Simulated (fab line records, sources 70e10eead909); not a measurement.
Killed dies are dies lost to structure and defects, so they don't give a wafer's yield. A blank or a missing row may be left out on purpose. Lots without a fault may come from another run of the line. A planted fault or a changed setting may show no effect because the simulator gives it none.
Which tool did it? | flow nand_harc | 24 lots, 72 wafers sampled, at 4 steps of a route of 1159

WHAT THE GAUGES READ, wafer by wafer
NHARC_A_M0_CD_MEAS_09: target cd 80 nm. Usual: cd_nm 80.0 nm, standard deviation 0.68.
lot  | measured     | on        | cd_nm (nm)     | flag
L077 | day 17 21:07 | cd_sem-02 | 80.9 79.9 80.3 |
L074 | day 18 03:54 | cd_sem-03 | 79.5 79.9 80.2 |
L075 | day 18 04:21 | cd_sem-02 | 80.5 80.9 81.5 |
L079 | day 18 04:47 | cd_sem-02 | 78.9 79.9 79.5 |
L076 | day 18 05:38 | cd_sem-03 | 80.6 81.0 80.7 |
L078 | day 18 05:57 | cd_sem-02 | 79.6 79.9 79.7 |
L080 | day 18 19:46 | cd_sem-03 | 81.2 80.5 81.3 |
L081 | day 19 04:37 | cd_sem-02 | 80.3 80.2 80.8 |
L083 | day 19 05:28 | cd_sem-02 | 79.4 79.0 80.6 |
L082 | day 19 06:55 | cd_sem-02 | 80.2 79.9 80.7 |
L085 | day 19 22:44 | cd_sem-01 | 80.1 79.7 79.4 |
L084 | day 19 23:23 | cd_sem-01 | 79.7 80.1 80.2 |
L087 | day 20 08:15 | cd_sem-01 | 79.6 79.4 79.4 |
L086 | day 20 13:38 | cd_sem-03 | 80.8 79.0 80.0 |
L090 | day 21 05:41 | cd_sem-03 | 80.3 80.7 80.7 |
L089 | day 21 08:17 | cd_sem-01 | 79.5 79.9 79.5 |
L088 | day 21 14:57 | cd_sem-02 | 81.2 79.6 80.5 |
L091 | day 21 19:52 | cd_sem-01 | 78.9 78.4 79.5 |
L093 | day 22 01:58 | cd_sem-03 | 79.7 79.0 80.2 |
L092 | day 22 03:19 | cd_sem-03 | 79.1 79.2 79.7 |
L094 | day 22 19:01 | cd_sem-01 | 80.3 80.2 79.9 |
L096 | day 22 19:31 | cd_sem-03 | 80.7 80.8 79.3 |
L095 | day 22 21:55 | cd_sem-02 | 80.8 80.6 80.3 |
L097 | day 23 00:50 | cd_sem-02 | 79.7 79.4 80.0 |

WHICH TOOL RAN EACH LOT (tool, then ch and the chambers of the sampled wafers, then the start)
lot  | NHARC_A_BLC_PVD_32                      | NHARC_A_BLC_ALD_23                  | NHARC_A_BLC_CMP_25
L077 | pvd_sputter-03, day 17 15:01 or earlier | ald_metal-04 ch 0,1,2, day 17 15:01 | cmp-03 ch 0,1,3, day 17 19:59
L074 | pvd_sputter-03, day 17 23:39 or earlier | ald_metal-03 ch 1,2,3, day 17 23:39 | cmp-01 ch 0,1,2, day 18 02:36
L075 | pvd_sputter-01, day 17 23:48 or earlier | ald_metal-02 ch 0,1, day 17 23:48   | cmp-03 ch 0,1,3, day 18 03:03
L079 | pvd_sputter-03, day 18 00:28 or earlier | ald_metal-03 ch 0,1,2, day 18 00:28 | cmp-02 ch 0,2,3, day 18 03:29
L076 | pvd_sputter-02, day 18 01:14 or earlier | ald_metal-02 ch 0,1,3, day 18 01:14 | cmp-03 ch 0,2,3, day 18 04:21
L078 | pvd_sputter-02, day 18 01:49 or earlier | ald_metal-02 ch 1,2,3, day 18 01:49 | cmp-03 ch 0,1,2, day 18 04:46
L080 | pvd_sputter-02, day 18 15:50 or earlier | ald_metal-04 ch 1,2, day 18 15:50   | cmp-01 ch 1,3, day 18 18:34
L081 | pvd_sputter-02, day 19 02:35 or earlier | ald_metal-03 ch 0,1,3, day 19 02:35 | cmp-02 ch 0,1,2, day 19 03:19
L083 | pvd_sputter-01, day 19 03:27 or earlier | ald_metal-02 ch 0,1,2, day 19 03:27 | cmp-01 ch 0,3, day 19 04:11
L082 | pvd_sputter-01, day 19 04:53 or earlier | ald_metal-04 ch 0,1,3, day 19 04:53 | cmp-02 ch 1,2,3, day 19 05:40
L085 | pvd_sputter-03, day 19 20:42 or earlier | ald_metal-03 ch 0,2,3, day 19 20:42 | cmp-02 ch 0,1, day 19 21:23
L084 | pvd_sputter-01, day 19 21:22 or earlier | ald_metal-02 ch 0,2,3, day 19 21:22 | cmp-02 ch 0,1,2, day 19 22:05
L087 | pvd_sputter-02, day 20 04:08 or earlier | ald_metal-03 ch 0,3, day 20 04:08   | cmp-02 ch 0,1,3, day 20 07:09
L086 | pvd_sputter-02, day 20 05:11 or earlier | ald_metal-03 ch 1,2, day 20 05:11   | cmp-03 ch 0,2,3, day 20 12:23
L090 | pvd_sputter-02, day 20 22:28 or earlier | ald_metal-04 ch 0,3, day 20 22:28   | cmp-03 ch 1,2, day 21 04:23
L089 | pvd_sputter-03, day 21 06:14 or earlier | ald_metal-03 ch 0,2, day 21 06:14   | cmp-01 ch 0,1,2, day 21 07:02
L088 | pvd_sputter-01, day 21 09:35 or earlier | ald_metal-04 ch 1,2, day 21 09:35   | cmp-03 ch 1,3, day 21 13:11
L091 | pvd_sputter-03, day 21 10:40 or earlier | ald_metal-04 ch 0,1,3, day 21 10:40 | cmp-02 ch 0,1, day 21 18:42
L093 | pvd_sputter-02, day 21 16:53 or earlier | ald_metal-04 ch 1,2, day 21 16:53   | cmp-02 ch 0,1,3, day 22 00:44
L092 | pvd_sputter-01, day 21 22:21 or earlier | ald_metal-02 ch 0,2,3, day 21 22:21 | cmp-01 ch 0,1,3, day 22 02:01
L094 | pvd_sputter-02, day 22 16:56 or earlier | ald_metal-03 ch 0,1,3, day 22 16:56 | cmp-03 ch 1,2,3, day 22 17:44
L096 | pvd_sputter-03, day 22 17:02 or earlier | ald_metal-02 ch 1,2, day 22 17:02   | cmp-01 ch 0,1, day 22 18:13
L095 | pvd_sputter-03, day 22 19:29 or earlier | ald_metal-04 ch 0,1,3, day 22 19:29 | cmp-02 ch 0,1,3, day 22 20:39
L097 | pvd_sputter-02, day 22 21:34 or earlier | ald_metal-04 ch 0,2,3, day 22 21:34 | cmp-02 ch 0,1,2, day 22 23:36
- NHARC_A_BLC_PVD_32: deposits Ti, target thk 5 nm, time 17.7 s.
- NHARC_A_BLC_ALD_23: deposits TiN, target thk 3 nm, pulse time 1 s, ald cycles 150.
- NHARC_A_BLC_CMP_25: polishes, t overpolish 30 s, target thk 150 nm.

WHAT THE TOOLS THEMSELVES READ (means of the sampled wafers that have a number; where no wafer has one, the mark that the record gives instead)
NHARC_A_BLC_PVD_32. Usual: throttle_valve_pct 30.4 %, standard deviation 1.5.
lot  | tool           | throttle_valve_pct (%) | flag
L077 | pvd_sputter-03 | 29.8                   |
L074 | pvd_sputter-03 | 30.9                   |
L075 | pvd_sputter-01 | 29.8                   |
L079 | pvd_sputter-03 | 32.9                   |
L076 | pvd_sputter-02 | 31.2                   |
L078 | pvd_sputter-02 | 30.9                   |
L080 | pvd_sputter-02 | 30.6                   |
L081 | pvd_sputter-02 | 30.4                   |
L083 | pvd_sputter-01 | 29.2                   |
L082 | pvd_sputter-01 | 29.2                   |
L085 | pvd_sputter-03 | 31.1                   |
L084 | pvd_sputter-01 | 29.3                   |
L087 | pvd_sputter-02 | 30.4                   |
L086 | pvd_sputter-02 | 30.8                   |
L090 | pvd_sputter-02 | 31.4                   |
L089 | pvd_sputter-03 | 29.4                   |
L088 | pvd_sputter-01 | 29.4                   |
L091 | pvd_sputter-03 | 30.7                   |
L093 | pvd_sputter-02 | 30.9                   |
L092 | pvd_sputter-01 | 29.3                   |
L094 | pvd_sputter-02 | 31.0                   |
L096 | pvd_sputter-03 | 30.7                   |
L095 | pvd_sputter-03 | 32.5                   |
L097 | pvd_sputter-02 | 31.0                   |

NHARC_A_BLC_ALD_23. Usual: heater_power_outer_w 679 W, standard deviation 52; heater_power_w 1091 W, standard deviation 89; precursor_pulse_height_rel 1.003, standard deviation 0.02.
lot  | tool         | heater_power_outer_w (W) | heater_power_w (W) | precursor_pulse_height_rel | flag
L077 | ald_metal-04 | 732                      | 1140               | 1.009                      |
L074 | ald_metal-03 | 686                      | 1115               | 1.012                      |
L075 | ald_metal-02 | 723                      | 1135               | 0.978                      |
L079 | ald_metal-03 | 703                      | 1132               | 0.996                      |
L076 | ald_metal-02 | 663                      | 1051               | 1.010                      |
L078 | ald_metal-02 | 663                      | 1044               | 0.997                      |
L080 | ald_metal-04 | 656                      | 1023               | 0.997                      |
L081 | ald_metal-03 | 686                      | 1153               | 1.001                      |
L083 | ald_metal-02 | 683                      | 1115               | 0.999                      |
L082 | ald_metal-04 | 642                      | 985                | 0.988                      |
L085 | ald_metal-03 | 697                      | 1156               | 1.013                      |
L084 | ald_metal-02 | 642                      | 1021               | 1.009                      |
L087 | ald_metal-03 | 670                      | 1156               | 1.017                      |
L086 | ald_metal-03 | 711                      | 1079               | 1.014                      |
L090 | ald_metal-04 | 629                      | 1031               | 0.985                      |
L089 | ald_metal-03 | 713                      | 1134               | 1.012                      |
L088 | ald_metal-04 | 655                      | 1042               | 1.006                      |
L091 | ald_metal-04 | 647                      | 999                | 1.008                      |
L093 | ald_metal-04 | 690                      | 1134               | 0.990                      |
L092 | ald_metal-02 | 635                      | 1042               | 1.009                      |
L094 | ald_metal-03 | 663                      | 1099               | 1.010                      |
L096 | ald_metal-02 | 685                      | 1103               | 0.990                      |
L095 | ald_metal-04 | 643                      | 1002               | 1.001                      |
L097 | ald_metal-04 | 680                      | 1105               | 1.027                      |

NHARC_A_BLC_CMP_25. Usual: motor_current_A 12.2 A, standard deviation 0.98; overpolish_run_s 29.999 s, standard deviation 0.0089; time_to_endpoint_s 28.5 s, standard deviation 2.4.
lot  | tool   | motor_current_A (A) | overpolish_run_s (s) | time_to_endpoint_s (s) | flag
L077 | cmp-03 | 12.1                | 29.996               | 27.4                   |
L074 | cmp-01 | 12.5                | 30.005               | 29.5                   |
L075 | cmp-03 | 12.3                | 30.000               | 28.6                   |
L079 | cmp-02 | 11.6                | 29.996               | 26.2                   |
L076 | cmp-03 | 12.1                | 30.000               | 26.0                   |
L078 | cmp-03 | 12.6                | 29.997               | 26.0                   |
L080 | cmp-01 | 13.6                | 30.005               | 29.4                   |
L081 | cmp-02 | 12.4                | 29.994               | 27.3                   |
L083 | cmp-01 | 12.6                | 30.005               | 28.6                   |
L082 | cmp-02 | 11.6                | 29.998               | 27.4                   |
L085 | cmp-02 | 11.9                | 30.004               | 30.2                   |
L084 | cmp-02 | 12.4                | 29.989               | 27.8                   |
L087 | cmp-02 | 11.9                | 30.002               | 26.6                   |
L086 | cmp-03 | 12.0                | 30.000               | 29.6                   |
L090 | cmp-03 | 12.8                | 29.998               | 28.3                   |
L089 | cmp-01 | 12.6                | 29.999               | 30.9                   |
L088 | cmp-03 | 12.8                | 30.005               | 28.3                   |
L091 | cmp-02 | 13.0                | 29.993               | 29.1                   |
L093 | cmp-02 | 11.6                | 30.000               | 28.3                   |
L092 | cmp-01 | 12.6                | 29.995               | 29.2                   |
L094 | cmp-03 | 12.9                | 29.999               | 25.0                   |
L096 | cmp-01 | 12.4                | 30.001               | 30.5                   |
L095 | cmp-02 | 11.8                | 30.003               | 29.4                   |
L097 | cmp-02 | 12.6                | 30.007               | 31.4                   |

THE ANSWER, worked out from the rows above alone
Rule: a lot is off if the mean of its wafers that have a number lies more than 3 standard deviations from the usual mean. A lot without any number at a reading at which 4 lots or more have one is off too. The other lots that the step has rows for count as sound. The gauges are gone through in route order, then the tools' own readings, and for those a lot's mean is taken as printed above. The first step at which some lot is off is used, and at that step the reading that is off furthest; a lot without a number counts as furthest.
No lot is off at any reading shown: from this, nothing can be told.

WHAT THE SIMULATOR HAD PUT IN
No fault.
